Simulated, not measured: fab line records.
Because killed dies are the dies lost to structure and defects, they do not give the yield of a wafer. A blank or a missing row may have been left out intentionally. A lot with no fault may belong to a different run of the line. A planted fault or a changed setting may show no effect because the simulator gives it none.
fab line records / flow nand_harc
[record] lots = 5 wafers = 15 last_day = 33
route steps=1302 shown P_GATE@170 END@1302
lots with no fault: from the same line, run without faults
start_h: start of the lot's first displayed wafer, in hours after the record's first day / wait_h: hours since the lot's step before / " as in the row above / L1.1+2: a single row standing in for several wafers / - no value, or no start given / * or withheld: withheld / < > ~ a bound
route shown NAME@n: names a module that has steps shown in the file, with the first one's number in the route / usual: mean/standard deviation of fault-free wafers / same: alike in all rows / chamber/n: place in a boat / sites: per-site readings / _std_site: how widely they spread, as a standard deviation / _edge_site: mean of outer sites minus mean of inner sites / radius_mm: for every site, how far away it sits from the centre of the wafer / mask NAME#n: copy n / behind: the tool/chamber that last shaped the wafer / hold: reason for holding the lot/hours on hold/outcome of the hold / device: transistor that didn't switch, given as n, p or np / end of line: the route-end tests of the same wafers / a step with no rows: only its recipe / killed: at the first sort, the dies lost to defects and structure; wafer yield is something else / map: the dies of a wafer, with x for killed, . for not killed, _ for no die there
set.NAME: the run value of the setting; set.NAME@STEP: its run value at that earlier step / model.NAME: the simulator's own value behind a step, which no gauge read
certain route steps with their lots: each step a table, each wafer a row
services: a tool's chamber out of use, with start hour (start_h, from the record's first day; less than 0 if before it), hours out, and reason
[[steps]]
[step NHARC_P_GATE_CD_MEAS_46]
[recipe] target_cd_nm = 720 landing_energy_ev = 500
[usual] cd_nm = 720.2/1.5
lot.wafer=L159.1 tool=cd_sem-02 chamber=0 start_h=137.64 wait_h=- cd_nm=720.9
lot.wafer=L159.2 tool=cd_sem-02 chamber=0 start_h=137.64 wait_h=- cd_nm=719.6
lot.wafer=L159.4 tool=cd_sem-02 chamber=0 start_h=137.64 wait_h=- cd_nm=720.7
lot.wafer=L161.1 tool=cd_sem-01 chamber=0 start_h=154.39 wait_h=- cd_nm=720.6
lot.wafer=L161.3 tool=cd_sem-01 chamber=0 start_h=154.39 wait_h=- cd_nm=719.9
lot.wafer=L161.6 tool=cd_sem-01 chamber=0 start_h=154.39 wait_h=- cd_nm=719.7
lot.wafer=L173.3 tool=cd_sem-02 chamber=0 start_h=275.64 wait_h=- cd_nm=720.7
lot.wafer=L173.5 tool=cd_sem-02 chamber=0 start_h=275.64 wait_h=- cd_nm=720.9
lot.wafer=L173.6 tool=cd_sem-02 chamber=0 start_h=275.64 wait_h=- cd_nm=721.1
lot.wafer=L178.1 tool=cd_sem-03 chamber=0 start_h=331.30 wait_h=- cd_nm=719.2
lot.wafer=L178.3 tool=cd_sem-03 chamber=0 start_h=331.30 wait_h=- cd_nm=719.6
lot.wafer=L178.4 tool=cd_sem-03 chamber=0 start_h=331.30 wait_h=- cd_nm=718.9
lot.wafer=L179.1 tool=cd_sem-03 chamber=0 start_h=335.16 wait_h=- cd_nm=719.5
lot.wafer=L179.4 tool=cd_sem-03 chamber=0 start_h=335.16 wait_h=- cd_nm=720.6
lot.wafer=L179.6 tool=cd_sem-03 chamber=0 start_h=335.16 wait_h=- cd_nm=721.5
[step NHARC_P_GATE_HARDBAKE_47]
[recipe] temp_c = 125 time_s = 80
[step NHARC_P_GATE_DESCUM_48]
[recipe] time_s = 3 o2_flow_sccm = 200 ar_flow_sccm = 0 bias_power_w = 0 chemistry = O2
[usual] drypump_motor_current_A = 5.6/0.44 oes_product_au = 0.996/0.011 rf_vpp_V = 57.8/0.93 showerhead_plenum_p_Torr = 1.92/0.072 throttle_valve_pct = 11.312/0.0093
lot.wafer=L159.4 tool=rie_diel-04 chamber=3 start_h=137.81 wait_h=- drypump_motor_current_A=5.3 oes_product_au=1.003 rf_hours_counter_h=9 rf_vpp_V=56.3 showerhead_plenum_p_Torr=1.94 throttle_valve_pct=11.320
lot.wafer=L159.2 tool=rie_diel-04 chamber=0 start_h=137.81 wait_h=- drypump_motor_current_A=5.8 oes_product_au=0.999 rf_hours_counter_h=9 rf_vpp_V=57.7 showerhead_plenum_p_Torr=1.92 throttle_valve_pct=11.311
lot.wafer=L159.1 tool=rie_diel-04 chamber=1 start_h=137.81 wait_h=- drypump_motor_current_A=6.2 oes_product_au=0.996 rf_hours_counter_h=9 rf_vpp_V=58.7 showerhead_plenum_p_Torr=1.86 throttle_valve_pct=11.310
lot.wafer=L161.1 tool=rie_diel-09 chamber=0 start_h=154.55 wait_h=- drypump_motor_current_A=5.8 oes_product_au=0.991 rf_hours_counter_h=0 rf_vpp_V=59.1 showerhead_plenum_p_Torr=1.86 throttle_valve_pct=11.323
lot.wafer=L161.3 tool=rie_diel-09 chamber=3 start_h=154.55 wait_h=- drypump_motor_current_A=5.1 oes_product_au=1.007 rf_hours_counter_h=0 rf_vpp_V=57.3 showerhead_plenum_p_Torr=1.83 throttle_valve_pct=11.307
lot.wafer=L161.6 tool=rie_diel-09 chamber=1 start_h=154.55 wait_h=- drypump_motor_current_A=5.8 oes_product_au=0.981 rf_hours_counter_h=- rf_vpp_V=58.4 showerhead_plenum_p_Torr=2.03 throttle_valve_pct=11.309
lot.wafer=L173.3 tool=rie_diel-02 chamber=3 start_h=275.84 wait_h=- drypump_motor_current_A=5.2 oes_product_au=0.981 rf_hours_counter_h=4 rf_vpp_V=59.6 showerhead_plenum_p_Torr=2.00 throttle_valve_pct=11.323
lot.wafer=L173.6 tool=rie_diel-02 chamber=0 start_h=275.84 wait_h=- drypump_motor_current_A=5.5 oes_product_au=0.994 rf_hours_counter_h=- rf_vpp_V=58.3 showerhead_plenum_p_Torr=2.02 throttle_valve_pct=11.325
lot.wafer=L173.5 tool=rie_diel-02 chamber=1 start_h=275.84 wait_h=- drypump_motor_current_A=6.4 oes_product_au=0.989 rf_hours_counter_h=- rf_vpp_V=57.5 showerhead_plenum_p_Torr=1.89 throttle_valve_pct=11.314
lot.wafer=L178.4 tool=rie_diel-09 chamber=3 start_h=331.47 wait_h=- drypump_motor_current_A=5.1 oes_product_au=1.009 rf_hours_counter_h=0 rf_vpp_V=58.0 showerhead_plenum_p_Torr=1.83 throttle_valve_pct=11.307
lot.wafer=L178.3 tool=rie_diel-09 chamber=0 start_h=331.47 wait_h=- drypump_motor_current_A=5.8 oes_product_au=0.984 rf_hours_counter_h=0 rf_vpp_V=56.8 showerhead_plenum_p_Torr=1.85 throttle_valve_pct=11.305
lot.wafer=L178.1 tool=rie_diel-09 chamber=2 start_h=331.47 wait_h=- drypump_motor_current_A=4.7 oes_product_au=0.987 rf_hours_counter_h=0 rf_vpp_V=57.5 showerhead_plenum_p_Torr=1.89 throttle_valve_pct=11.312
lot.wafer=L179.4 tool=rie_diel-02 chamber=3 start_h=335.34 wait_h=- drypump_motor_current_A=5.1 oes_product_au=0.993 rf_hours_counter_h=6 rf_vpp_V=56.4 showerhead_plenum_p_Torr=2.00 throttle_valve_pct=11.313
lot.wafer=L179.1 tool=rie_diel-02 chamber=0 start_h=335.34 wait_h=- drypump_motor_current_A=5.5 oes_product_au=0.999 rf_hours_counter_h=7 rf_vpp_V=58.1 showerhead_plenum_p_Torr=2.02 throttle_valve_pct=11.323
lot.wafer=L179.6 tool=rie_diel-02 chamber=3 start_h=335.34 wait_h=- drypump_motor_current_A=5.1 oes_product_au=0.995 rf_hours_counter_h=- rf_vpp_V=58.7 showerhead_plenum_p_Torr=2.00 throttle_valve_pct=11.281
[step NHARC_P_GATE_IMPLANT_49]
[recipe] energy_kev = 30 dose_cm2 = 3e+15 tilt_deg = 7
[step NHARC_P_GATE_STRIP_111]
[recipe] power_w = 1500 temp_c = 110 time_s = 250 chemistry = N2/H2
[usual] drypump_motor_current_A = 5.6/0.37 heater_power_w = 93.9/2.4
lot.wafer=L159.1 tool=plasma_asher-01 chamber=1 start_h=138.19 wait_h=0.2 drypump_motor_current_A=5.5 heater_power_w=89.8 rf_hours_counter_h=29
lot.wafer=L159.2 tool=plasma_asher-01 chamber=0 start_h=138.19 wait_h=0.2 drypump_motor_current_A=5.0 heater_power_w=102.3 rf_hours_counter_h=29
lot.wafer=L159.4 tool=plasma_asher-01 chamber=0 start_h=138.19 wait_h=0.2 drypump_motor_current_A=5.0 heater_power_w=101.5 rf_hours_counter_h=-
lot.wafer=L161.1 tool=plasma_asher-01 chamber=0 start_h=155.32 wait_h=0.2 drypump_motor_current_A=5.0 heater_power_w=98.2 rf_hours_counter_h=33
lot.wafer=L161.3 tool=plasma_asher-01 chamber=0 start_h=155.32 wait_h=0.2 drypump_motor_current_A=5.0 heater_power_w=99.9 rf_hours_counter_h=-
lot.wafer=L161.6 tool=plasma_asher-01 chamber=0 start_h=155.32 wait_h=0.2 drypump_motor_current_A=5.0 heater_power_w=100.0 rf_hours_counter_h=-
lot.wafer=L173.3 tool=plasma_asher-02 chamber=1 start_h=276.32 wait_h=0.3 drypump_motor_current_A=6.0 heater_power_w=94.0 rf_hours_counter_h=-
lot.wafer=L173.5 tool=plasma_asher-02 chamber=0 start_h=276.32 wait_h=0.3 drypump_motor_current_A=5.8 heater_power_w=93.2 rf_hours_counter_h=-
lot.wafer=L173.6 tool=plasma_asher-02 chamber=1 start_h=276.32 wait_h=0.3 drypump_motor_current_A=6.1 heater_power_w=93.4 rf_hours_counter_h=-
lot.wafer=L178.1 tool=plasma_asher-01 chamber=1 start_h=331.83 wait_h=0.2 drypump_motor_current_A=5.5 heater_power_w=91.1 rf_hours_counter_h=26
lot.wafer=L178.3 tool=plasma_asher-01 chamber=1 start_h=331.83 wait_h=0.2 drypump_motor_current_A=5.5 heater_power_w=91.8 rf_hours_counter_h=-
lot.wafer=L178.4 tool=plasma_asher-01 chamber=0 start_h=331.83 wait_h=0.2 drypump_motor_current_A=5.0 heater_power_w=92.5 rf_hours_counter_h=-
lot.wafer=L179.1 tool=plasma_asher-01 chamber=0 start_h=335.79 wait_h=0.2 drypump_motor_current_A=5.0 heater_power_w=93.1 rf_hours_counter_h=27
lot.wafer=L179.4 tool=plasma_asher-01 chamber=1 start_h=335.79 wait_h=0.2 drypump_motor_current_A=5.5 heater_power_w=91.1 rf_hours_counter_h=-
lot.wafer=L179.6 tool=plasma_asher-01 chamber=1 start_h=335.79 wait_h=0.2 drypump_motor_current_A=5.5 heater_power_w=91.5 rf_hours_counter_h=-
[step NHARC_P_GATE_STRIP_75]
[recipe] power_w = 1500 temp_c = 250 chemistry = O2
[usual] drypump_motor_current_A = 5.6/0.37 heater_power_w = 352/7.9
lot.wafer=L159.1 tool=plasma_asher-01 chamber=1 start_h=138.50 wait_h=0.3 drypump_motor_current_A=5.5 heater_power_w=336 rf_hours_counter_h=29
lot.wafer=L159.2 tool=plasma_asher-01 chamber=0 start_h=138.50 wait_h=0.3 drypump_motor_current_A=5.0 heater_power_w=367 rf_hours_counter_h=29
lot.wafer=L159.4 tool=plasma_asher-01 chamber=0 start_h=138.50 wait_h=0.3 drypump_motor_current_A=5.1 heater_power_w=371 rf_hours_counter_h=-
lot.wafer=L161.1 tool=plasma_asher-01 chamber=0 start_h=155.62 wait_h=0.3 drypump_motor_current_A=5.1 heater_power_w=377 rf_hours_counter_h=34
lot.wafer=L161.3 tool=plasma_asher-01 chamber=0 start_h=155.62 wait_h=0.3 drypump_motor_current_A=5.0 heater_power_w=373 rf_hours_counter_h=-
lot.wafer=L161.6 tool=plasma_asher-01 chamber=0 start_h=155.62 wait_h=0.3 drypump_motor_current_A=5.1 heater_power_w=374 rf_hours_counter_h=-
lot.wafer=L173.3 tool=plasma_asher-02 chamber=1 start_h=276.50 wait_h=0.1 drypump_motor_current_A=6.1 heater_power_w=350 rf_hours_counter_h=-
lot.wafer=L173.5 tool=plasma_asher-02 chamber=0 start_h=276.50 wait_h=0.1 drypump_motor_current_A=5.8 heater_power_w=351 rf_hours_counter_h=-
lot.wafer=L173.6 tool=plasma_asher-02 chamber=1 start_h=276.50 wait_h=0.1 drypump_motor_current_A=6.1 heater_power_w=358 rf_hours_counter_h=-
lot.wafer=L178.1 tool=plasma_asher-01 chamber=1 start_h=332.13 wait_h=0.3 drypump_motor_current_A=5.5 heater_power_w=346 rf_hours_counter_h=26
lot.wafer=L178.3 tool=plasma_asher-01 chamber=1 start_h=332.13 wait_h=0.3 drypump_motor_current_A=5.5 heater_power_w=354 rf_hours_counter_h=-
lot.wafer=L178.4 tool=plasma_asher-01 chamber=0 start_h=332.13 wait_h=0.3 drypump_motor_current_A=5.0 heater_power_w=352 rf_hours_counter_h=-
lot.wafer=L179.1 tool=plasma_asher-01 chamber=0 start_h=336.06 wait_h=0.2 drypump_motor_current_A=5.1 heater_power_w=342 rf_hours_counter_h=27
lot.wafer=L179.4 tool=plasma_asher-01 chamber=1 start_h=336.06 wait_h=0.2 drypump_motor_current_A=5.5 heater_power_w=345 rf_hours_counter_h=-
lot.wafer=L179.6 tool=plasma_asher-01 chamber=1 start_h=336.06 wait_h=0.2 drypump_motor_current_A=5.5 heater_power_w=333 rf_hours_counter_h=-
[step NHARC_P_GATE_STRIP_50]
[recipe] time_s = 900 temp_c = 130 chemistry = SPM
[step NHARC_P_GATE_DEHYDRATE_51]
[recipe] temp_c = 150 time_s = 120
[step NHARC_P_GATE_HMDS_52]
[recipe] time_s = 30
[step NHARC_P_GATE_COAT_53]
[recipe] spin_rpm = 3000
[step NHARC_P_GATE_SOFTBAKE_54]
[recipe] temp_c = 122 time_s = 95
[step NHARC_P_GATE_EBR_55]
[step NHARC_P_GATE_EXPOSE_56]
[recipe] na = 0.6 target_cd_nm = 720 dose_mj = 14.81 mask_id = P_PSD
[same] na = 0.6
lot.wafer=L159.1+2+4 tool=krf_scanner-01 chamber=0 start_h=139.27 wait_h=- mask=P_PSD#0
lot.wafer=L161.1+3+6 tool=krf_scanner-03 chamber=0 start_h=156.39 wait_h=- mask=P_NSD#0
lot.wafer=L173.3+5+6 tool=krf_scanner-01 chamber=0 start_h=277.25 wait_h=- mask=P_PSD#0
lot.wafer=L178.1+3+4 tool=krf_scanner-03 chamber=0 start_h=332.95 wait_h=- mask=P_PSD#0
lot.wafer=L179.1+4+6 tool=krf_scanner-01 chamber=0 start_h=336.81 wait_h=- mask=P_PSD#0
[step NHARC_P_GATE_PEB_57]
[recipe] peb_temp_c = 118 peb_time_s = 85
[step NHARC_P_GATE_DEVELOP_58]
[recipe] time_s = 70
[step NHARC_P_GATE_CD_MEAS_59]
[recipe] target_cd_nm = 720 landing_energy_ev = 500
[usual] cd_nm = 719.5/2.2
lot.wafer=L159.1 tool=cd_sem-01 chamber=0 start_h=139.42 wait_h=- cd_nm=717.5
lot.wafer=L159.2 tool=cd_sem-01 chamber=0 start_h=139.42 wait_h=- cd_nm=714.8
lot.wafer=L159.4 tool=cd_sem-01 chamber=0 start_h=139.42 wait_h=- cd_nm=717.5
lot.wafer=L161.1 tool=cd_sem-01 chamber=0 start_h=156.55 wait_h=- cd_nm=-
lot.wafer=L161.3 tool=cd_sem-01 chamber=0 start_h=156.55 wait_h=- cd_nm=-
lot.wafer=L161.6 tool=cd_sem-01 chamber=0 start_h=156.55 wait_h=- cd_nm=-
lot.wafer=L173.3 tool=cd_sem-03 chamber=0 start_h=277.41 wait_h=- cd_nm=723.5
lot.wafer=L173.5 tool=cd_sem-03 chamber=0 start_h=277.41 wait_h=- cd_nm=720.7
lot.wafer=L173.6 tool=cd_sem-03 chamber=0 start_h=277.41 wait_h=- cd_nm=721.1
lot.wafer=L178.1 tool=cd_sem-02 chamber=0 start_h=333.11 wait_h=- cd_nm=717.1
lot.wafer=L178.3 tool=cd_sem-02 chamber=0 start_h=333.11 wait_h=- cd_nm=720.5
lot.wafer=L178.4 tool=cd_sem-02 chamber=0 start_h=333.11 wait_h=- cd_nm=719.2
lot.wafer=L179.1 tool=cd_sem-03 chamber=0 start_h=336.98 wait_h=- cd_nm=725.4
lot.wafer=L179.4 tool=cd_sem-03 chamber=0 start_h=336.98 wait_h=- cd_nm=720.9
lot.wafer=L179.6 tool=cd_sem-03 chamber=0 start_h=336.98 wait_h=- cd_nm=719.1
[step NHARC_P_GATE_HARDBAKE_60]
[recipe] temp_c = 125 time_s = 80
[step NHARC_END_SORT_01]
[recipe] temp_c = 25
[usual] killed_at_array = 54/21 killed_at_other = 1.0/1.2 killed_at_periphery = 3.6/2.6 killed_dies = 58/20 killed_open = 3.3/1.9 killed_short = 2.6/1.5
[same] gross_dies = 677
lot.wafer=L161.1 tool=prober-01 chamber=0 start_h=602.53 wait_h=2.5 hold=await_dispo/3.8h/scrap killed_at_array=97 killed_at_other=1 killed_at_periphery=579 killed_dies=677 killed_open=1 killed_short=3
lot.wafer=L161.3 tool=prober-01 chamber=0 start_h=604.14 wait_h=3.1 hold=await_dispo/3.8h/scrap killed_at_array=82 killed_at_other=3 killed_at_periphery=592 killed_dies=677 killed_open=5 killed_short=4
lot.wafer=L161.6 tool=prober-01 chamber=0 start_h=606.56 wait_h=4.0 hold=await_dispo/3.8h/scrap killed_at_array=89 killed_at_other=0 killed_at_periphery=588 killed_dies=677 killed_open=3 killed_short=3
lot.wafer=L178.1 tool=prober-01 chamber=0 start_h=788.25 wait_h=2.5 hold=- killed_at_array=36 killed_at_other=0 killed_at_periphery=6 killed_dies=42 killed_open=0 killed_short=2
lot.wafer=L178.3 tool=prober-01 chamber=0 start_h=789.82 wait_h=3.1 hold=- killed_at_array=28 killed_at_other=2 killed_at_periphery=2 killed_dies=32 killed_open=3 killed_short=2
lot.wafer=L178.4 tool=prober-01 chamber=0 start_h=790.60 wait_h=3.4 hold=- killed_at_array=36 killed_at_other=0 killed_at_periphery=3 killed_dies=39 killed_open=2 killed_short=3
// killed by level:class
L161.1 P_GATE:area_expose=576 A_CHANNEL_HOLE_D1:chamber_film_flake=37 A_CHANNEL_HOLE_D2:chamber_film_flake=32 A_SLIT:chamber_film_flake=18 A_STAIRCASE:chamber_film_flake=5 A_CHANNEL_FILL_D1:geometric_particle:short=2 A_DECK1_JOINT:geometric_particle:short=1 A_CONTACT:geometric_particle:open=1
L161.3 P_GATE:area_expose=591 A_CHANNEL_HOLE_D1:chamber_film_flake=27 A_CHANNEL_HOLE_D2:chamber_film_flake=24 A_SLIT:chamber_film_flake=13 A_STAIRCASE:chamber_film_flake=7 THIN_TSV:chamber_film_flake=3 A_CHANNEL_FILL_D1:geometric_particle:short=2 A_M0:geometric_particle:open=2
L161.6 P_GATE:area_expose=588 A_CHANNEL_HOLE_D1:chamber_film_flake=32 A_CHANNEL_HOLE_D2:chamber_film_flake=30 A_SLIT:chamber_film_flake=13 A_STAIRCASE:chamber_film_flake=4 A_CHANNEL_HOLE_D1:geometric_particle:short=2 A_CHANNEL_FILL_D2:chamber_film_flake=2 A_CHANNEL_FILL_D1:geometric_particle:open=1
L178.1 A_CHANNEL_HOLE_D1:chamber_film_flake=20 A_SLIT:chamber_film_flake=5 P_ZERO_WELL:chamber_film_flake=3 A_CONTACT:chamber_film_flake=3 A_STAIRCASE:chamber_film_flake=3 P_GATE:chamber_film_flake=2 A_DECK1_JOINT:chamber_film_flake=2 A_ONON_D2:geometric_particle:short=1
L178.3 A_CHANNEL_HOLE_D1:chamber_film_flake=11 A_CONTACT:chamber_film_flake=6 A_SLIT:chamber_film_flake=5 P_M1:geometric_particle:open=1 A_CHANNEL_HOLE_D1:geometric_particle:short=1 A_CHANNEL_FILL_D1:geometric_particle:open=1 A_WL_FILL:geometric_particle:short=1 P_ZERO_WELL:chamber_film_flake=1
L178.4 A_CHANNEL_HOLE_D1:chamber_film_flake=15 A_SLIT:chamber_film_flake=9 A_DECK1_JOINT:chamber_film_flake=3 P_GATE:chamber_film_flake=2 A_CONTACT:chamber_film_flake=2 P_CONTACT:geometric_particle:open=1 A_DECK1_JOINT:geometric_particle:open=1 A_ONON_D2:geometric_particle:short=1
// map L161.1 (x killed, . not)
____________x____________
_________xxxxxxx_________
_______xxxxxxxxxxx_______
______xxxxxxxxxxxxx______
_____xxxxxxxxxxxxxxx_____
____xxxxxxxxxxxxxxxxx____
____xxxxxxxxxxxxxxxxx____
___xxxxxxxxxxxxxxxxxxx___
___xxxxxxxxxxxxxxxxxxx___
__xxxxxxxxxxxxxxxxxxxxx__
__xxxxxxxxxxxxxxxxxxxxx__
_xxxxxxxxxxxxxxxxxxxxxxx_
_xxxxxxxxxxxxxxxxxxxxxxx_
_xxxxxxxxxxxxxxxxxxxxxxx_
_xxxxxxxxxxxxxxxxxxxxxxx_
_xxxxxxxxxxxxxxxxxxxxxxx_
xxxxxxxxxxxxxxxxxxxxxxxxx
xxxxxxxxxxxxxxxxxxxxxxxxx
xxxxxxxxxxxxxxxxxxxxxxxxx
xxxxxxxxxxxxxxxxxxxxxxxxx
xxxxxxxxxxxxxxxxxxxxxxxxx
_xxxxxxxxxxxxxxxxxxxxxxx_
_xxxxxxxxxxxxxxxxxxxxxxx_
_xxxxxxxxxxxxxxxxxxxxxxx_
_xxxxxxxxxxxxxxxxxxxxxxx_
_xxxxxxxxxxxxxxxxxxxxxxx_
__xxxxxxxxxxxxxxxxxxxxx__
__xxxxxxxxxxxxxxxxxxxxx__
___xxxxxxxxxxxxxxxxxxx___
___xxxxxxxxxxxxxxxxxxx___
____xxxxxxxxxxxxxxxxx____
____xxxxxxxxxxxxxxxxx____
_____xxxxxxxxxxxxxxx_____
______xxxxxxxxxxxxx______
_______xxxxxxxxxxx_______
_________xxxxxxx_________
____________x____________
// map L178.1 (x killed, . not)
____________.____________
_________......._________
_______..........._______
______.............______
_____...x..x........_____
____x..x.............____
____xxxx.............____
___xx..x..............___
___xxx................___
__.xxxxx...............__
__..xx.x...............__
_......................._
_...x..................._
_.x..x.................._
_x.x.....x...x.........._
_....x...x.....x........_
..............x..........
x........................
.........................
..x........x.............
.........................
_......................._
_......................._
_......................._
_......................._
_x......x..............._
__.....................__
__..............x......__
___...........x.......___
___...................___
____.................____
____......x..........____
_____............x.._____
______.............______
_______..........._______
_________......._________
____________.____________
[[services]]
tool=krf_scanner-01 chamber=- start_h=140.00 hours=4.0 kind=pm
tool=rie_diel-09 chamber=- start_h=143.10 hours=9.0 kind=pm
tool=krf_scanner-03 chamber=- start_h=143.33 hours=0.3 kind=repair
tool=krf_scanner-01 chamber=- start_h=151.42 hours=6.4 kind=repair
tool=plasma_asher-01 chamber=- start_h=165.00 hours=9.0 kind=pm
tool=rie_diel-02 chamber=2 start_h=175.33 hours=5.0 kind=repair
tool=rie_diel-04 chamber=- start_h=177.97 hours=9.0 kind=pm
tool=rie_diel-09 chamber=- start_h=208.35 hours=5.2 kind=repair
tool=plasma_asher-01 chamber=- start_h=208.77 hours=18.5 kind=repair
tool=rie_diel-02 chamber=- start_h=216.70 hours=9.0 kind=pm
tool=krf_scanner-03 chamber=- start_h=220.89 hours=1.1 kind=repair
tool=krf_scanner-03 chamber=- start_h=224.00 hours=4.0 kind=pm
tool=krf_scanner-01 chamber=- start_h=230.77 hours=0.3 kind=repair
tool=plasma_asher-01 chamber=- start_h=248.91 hours=2.0 kind=repair
tool=plasma_asher-02 chamber=- start_h=249.00 hours=9.0 kind=pm
tool=rie_diel-04 chamber=2 start_h=272.85 hours=2.9 kind=repair
tool=rie_diel-02 chamber=2 start_h=284.47 hours=4.8 kind=repair
tool=krf_scanner-03 chamber=- start_h=298.20 hours=0.3 kind=repair
tool=krf_scanner-01 chamber=- start_h=304.57 hours=4.3 kind=repair
tool=rie_diel-02 chamber=- start_h=304.69 hours=0.1 kind=repair
tool=krf_scanner-01 chamber=- start_h=312.00 hours=4.0 kind=pm
tool=rie_diel-09 chamber=- start_h=320.10 hours=9.0 kind=pm
tool=rie_diel-04 chamber=3 start_h=323.75 hours=3.1 kind=repair
tool=krf_scanner-03 chamber=- start_h=324.19 hours=0.4 kind=repair
[[key]]
[first_sign] step = NHARC_P_GATE_EXPOSE_56 reading = mask direction = changed
[effect] step = NHARC_P_GATE_CD_MEAS_59 reading = cd_nm direction = missing
[effect] step = NHARC_END_SORT_01 reading = killed_at_periphery direction = up sigmas = 99+ usual = 3.6 struck = 586.3
[more_kills_born_at] NHARC_P_GATE_EXPOSE_56@krf_scanner-03 = 1755
met_at NHARC_P_GATE_EXPOSE_56
struck_wafers L161.1,L161.3,L161.6
later_rows_left_out L161.1,L161.3,L161.6
tester_left_out L161
[fault] kind = wrong_mask tool = any chamber = - onset_h = 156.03 steps = NHARC_P_GATE_EXPOSE_56 aux_copy = P_NSD#0 scope = struck_lots_only
// tester_left_out: of these lots the tester's yield and bins aren't shown, on N5 and GAA mostly nor the transistor test; their killed dies are dies lost to structure and defects alone, not to doping, threshold or leakage, so they don't give the yield
// later_rows_left_out: the simulator's readings of these wafers behind a module that went badly wrong aren't trusted and aren't shown, but for the sort
